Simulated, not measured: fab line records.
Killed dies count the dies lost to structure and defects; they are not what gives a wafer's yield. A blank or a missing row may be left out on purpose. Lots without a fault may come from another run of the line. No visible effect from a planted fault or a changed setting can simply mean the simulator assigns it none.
One fault through the eyes of 3 desks + flow n5 finfet + every desk sees just its own numbers, and what lay behind them comes last
Where a reading is given only as a bound, like >300, the bound stands for it, and a mean or a difference that rests on one is marked > or <: the true number lies beyond.

## FROM THE METROLOGY DESK
Lot by lot, what the gauges showed, no matter which tool ran the lot: averages of those sampled wafers that carry a number. Any lot whose mean is over 4 standard deviations away from the usual mean is out of limits and marked OUT; that distance is given in the brackets. 7 of its 10 readings are shown, namely those furthest out on some lot.
Columns: A = DIBL_P at N5_BEOL_M4_RC_MEAS_101, usual 36.4 mV/V; B = IOFF_P at N5_BEOL_M4_RC_MEAS_101, usual 0.219 nA/um; C = ION_N at N5_BEOL_M4_RC_MEAS_101, usual 678 uA/um; D = ION_P at N5_BEOL_M4_RC_MEAS_101, usual 464 uA/um; E = SS_N at N5_BEOL_M4_RC_MEAS_101, usual 71.5 mV/dec; F = SS_P at N5_BEOL_M4_RC_MEAS_101, usual 73.4 mV/dec; G = VT_P at N5_BEOL_M4_RC_MEAS_101, usual -249 mV
| lot  | first seen here | A    | B     | C   | D   | E    | F    | G    |
|------|-----------------|------|-------|-----|-----|------|------|------|
| L176 | day 9 11:05     | 35.2 | 0.222 | 689 | 472 | 71.5 | 72.9 | -248 |
| L187 | day 13 08:41    | 36.9 | 0.257 | 675 | 465 | 71.8 | 73.9 | -246 |
| L189 | day 14 23:02    | 37.6 | 0.213 | 680 | 463 | 70.9 | 73.9 | -251 |
Finding of this desk: none of the 3 lots has anything out of limits.

## THE DEFECT DESK
Lot by lot, what the route's inspections counted, given as the mean of those sampled wafers with a number. Any lot whose mean is over 4 standard deviations away from the usual mean is out of limits and marked OUT; that distance is given in the brackets.
Columns: A = raw defect count at N5_HKMG_FIN_INSPECT_14, usual 2.1
| lot  | first seen here | A               |
|------|-----------------|-----------------|
| L176 | day 5 03:43     | 0.3             |
| L187 | day 7 22:06     | >101 (>+66) OUT |
| L189 | day 8 10:23     | 2.7             |
This desk's finding: out of limits on L187; first on L187, day 7 22:06 (raw defect count at N5_HKMG_FIN_INSPECT_14). L176, L189: within limits.

## THE TOOL OWNER'S DESK: wet bench-03
The tool's own readings at N5_HKMG_FIN_WET_ETCH_78 (etches Al2O3 in dNH4OH, stops on La2O3, target depth 4.5 nm, rinse time 30 s): means of the sampled wafers that have a number, for each lot that ran on this tool. Any lot whose mean is over 4 standard deviations away from the usual mean is out of limits and marked OUT; that distance is given in the brackets.
Columns: A = temp c at N5_HKMG_FIN_WET_ETCH_78, usual 24.99 C
| lot  | first seen here | A     |
|------|-----------------|-------|
| L176 | day 5 01:40     | 24.98 |
| L187 | day 7 20:11     | 24.99 |
Finding of this desk: none of the 2 lots has anything out of limits.

## BROUGHT TOGETHER
The defect desk could have raised an alarm at day 7 22:06, on L187.
Nothing out of limits was seen by the metrology desk.
Nothing out of limits was seen by the tool owner's desk.
The metrology desk has L187 on record, within its limits.
The tool owner's desk has L187 on record, within its limits.
All the named lots went through N5_HKMG_FIN_WET_ETCH_78 on wet bench-03.

## WHAT THE SIMULATOR HAD INSERTED
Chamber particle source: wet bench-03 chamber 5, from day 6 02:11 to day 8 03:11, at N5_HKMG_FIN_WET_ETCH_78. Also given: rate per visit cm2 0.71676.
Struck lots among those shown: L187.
Hours from the fault's start to each desk's first reading out of limits: the defect desk, 44.
